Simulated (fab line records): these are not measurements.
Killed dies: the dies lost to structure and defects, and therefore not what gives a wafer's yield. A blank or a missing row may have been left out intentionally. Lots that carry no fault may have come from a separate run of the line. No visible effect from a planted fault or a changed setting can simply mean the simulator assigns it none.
Struck lot and sound lot, side by side    flow n5_finfet    35 steps out of a route of 1938
Sound: wafers L697.3, L697.4, L697.6. Struck: wafers L691.1, L691.2, L691.5. At the end, the cause is stated.
Order at every step that has rows: each side's tool, ch and its chambers, its first start. Under that, the readings that differ: sound wafers    struck wafers    difference of the means    sigmas: that difference in standard deviations of wafers without a fault.
alike: readings with means less than 2 such deviations apart, plus words and numbers identical on both sides. not compared: withheld readings, readings lacking a value on some wafer, bounds such as >300 that could conceal the same value, and numbers that have no deviation in the record and whose values overlap.
A row with sigmas, a row that says differs or no value, or rows on one side alone: a step with any of these is where the two part. Numbers that have no deviation but don't overlap get no sigmas and don't part them. A reading missing from all wafers of one side parts the sides only when that side holds two or more wafers.

first, 9 steps without rows for these wafers: N5_BEOL_M2_DEVELOP_10 (develop time 30 s); N5_BEOL_M2_DESCUM_16 (chemistry O2, time 7 s); N5_BEOL_M2_ETCH_74 (etches underlayer in N2/H2, target depth 6.5 nm, time 5.2 s); N5_BEOL_M2_ETCH_63 (etches SiARC in CF4, target depth 15.6 nm, time 26 s); N5_BEOL_M2_ETCH_64 (etches SOC in N2/H2, target depth 75 nm, overetch 22.5 nm, time 121.9 s); N5_BEOL_M2_STRIP_65 (strips in N2/H2); N5_BEOL_M2_STRIP_75 (strips in N2/H2); N5_BEOL_M2_STRIP_66 (strips in CF4); N5_BEOL_M2_HM_OPEN_17 (chemistry Cl2/BCl3, target TiN, target depth 20 nm, overetch 6 nm).
N5_BEOL_M2_STRIP_19: strips in O2.
  sound on rie_diel-04 ch 0,2,3, day 12 02:58; struck on rie_diel-03 ch 2,3, day 11 05:14
  no value came back on the struck wafers for any of 8 readings (bias_power_w (W), chamber_pressure_mTorr (mTorr) and others); on the sound wafers bias_power_w (W) reads 0 0 0
reading                                   sound  struck          difference  sigmas
model.SOC_of_BEOL_M2_COAT_61.thk_nm (nm)  0 0 0  52.4 52.4 52.2  +52.3       
  not compared: rf_hours_counter_h
then, 14 steps without rows for these wafers: N5_BEOL_M2_COAT_67 (time 60 s, resist thk 60 nm); N5_BEOL_M2_COAT_68 (time 60 s, resist thk 12 nm); N5_BEOL_M2_COAT_76 (time 60 s, resist thk 5 nm); N5_BEOL_M2_COAT_22 (resist thk 30 nm); N5_BEOL_M2_EBR_24; N5_BEOL_M2_SOFTBAKE_23 (time 60 s); N5_BEOL_M2_EXPOSE_25 (exposes mask V1, defocus 5 nm); N5_BEOL_M2_PEB_26 (peb time 60 s); N5_BEOL_M2_DEVELOP_27 (develop time 30 s); N5_BEOL_M2_DESCUM_33 (chemistry O2, time 7 s); N5_BEOL_M2_ETCH_77 (etches underlayer in N2/H2, target depth 6.5 nm, time 5.2 s); N5_BEOL_M2_ETCH_69 (etches SiARC in CF4, target depth 15.6 nm, time 26 s); N5_BEOL_M2_ALD_98 (deposits SiO2, target thk 2.5 nm, pulse time 1 s, co reactant pulse time 1 s); N5_BEOL_M2_ETCHBACK_99 (etches SiO2 in CHF3, target depth 5 nm, time 10.4 s).
N5_BEOL_M2_ETCH_70: etches SOC in N2/H2, target depth 80 nm, overetch 24 nm, time 130 s.
  sound on rie_diel-04 ch 0,1,3, day 13 21:02; struck on rie_diel-03 ch 0,1,2, day 12 19:38
reading                   sound              struck             difference  sigmas
oes_product_au (a.u.)     0.53 0.63 0.63     0.69 0.70 0.77     +0.12       +2
model.etch.depth_nm (nm)  59.91 59.97 60.05  106.6 99.29 103.7  +43.2       
  alike: drypump_motor_current_A, rf_vpp_V, showerhead_plenum_p_Torr, throttle_valve_pct
  not compared: rf_hours_counter_h
then, 6 steps without rows for these wafers: N5_BEOL_M2_STRIP_71 (strips in N2/H2); N5_BEOL_M2_STRIP_78 (strips in N2/H2); N5_BEOL_M2_VIA_ETCH_34 (etches the open film in C4F6/O2, target depth 69.4 nm, time 65.9 s); N5_BEOL_M2_STRIP_83 (strips in C4F6/O2); N5_BEOL_M2_STRIP_36 (strips in N2/H2); N5_BEOL_M2_TRENCH_ETCH_37 (etches SiOC in C4F6/O2, target depth 55.555 nm, time 29.2 s).
N5_BEOL_M2_ETCH_41: etches SiCN in CH3F/O2, target depth 29.9 nm, time 52.5 s.
  sound: rie_diel-04 ch 0,1,3; struck: rie_diel-03 ch 0,1,2
reading                                   sound  struck          difference  sigmas
model.SOC_of_BEOL_M2_COAT_61.thk_nm (nm)  0 0 0  35.4 36.6 35.8  +35.9       
  alike: drypump_motor_current_A, oes_product_au, rf_vpp_V, showerhead_plenum_p_Torr, throttle_valve_pct
  not compared: rf_hours_counter_h
then, 1 step without rows for these wafers: N5_BEOL_M2_STRIP_97 (strips in N2/H2, time 10 s).
N5_BEOL_M4_RC_MEAS_101:
  the record has rows for the sound wafers here (prober-02 ch 0, day 16 04:45) and none for the struck ones
-- the record jumps here: 7 days lie between the struck wafers' starts before and after (it left off in module BEOL_M4 and takes up again in module PASSIVATION, whose first step shown is number 1936 of the route) --
N5_PASSIVATION_PROBE_49:
  struck on prober-01, day 19 15:45; sound on prober-02, day 20 23:11
reading                   sound  struck          difference  sigmas
defect_limited_yield (%)  91.9   0 0 0           -92         -57
killed_at_M0_to_M3        55     1104 1126 1120  +1062       +97
killed_at_contacts        5      21 14 21        +14         +2
killed_dies               96     1180 1180 1180  +1084       +57
killed_on_rim             21     152 152 152     +131        +30
sort_bin_5_function (%)   4.6    95.5 96.9 97.3  +92.0       +92
sort_n_pass               1084   0 0 0           -1084       -54
sort_yield_pct (%)        91.9   0 0 0           -92         -54
  alike: killed_at_M4_up, killed_at_front_end, killed_at_other, killed_open, killed_short, sort_bin_6_memory

WHERE THEY PART
Last at N5_PASSIVATION_PROBE_49 as far as this record goes, first at N5_BEOL_M2_STRIP_19.

WHY: whatever the simulator had introduced
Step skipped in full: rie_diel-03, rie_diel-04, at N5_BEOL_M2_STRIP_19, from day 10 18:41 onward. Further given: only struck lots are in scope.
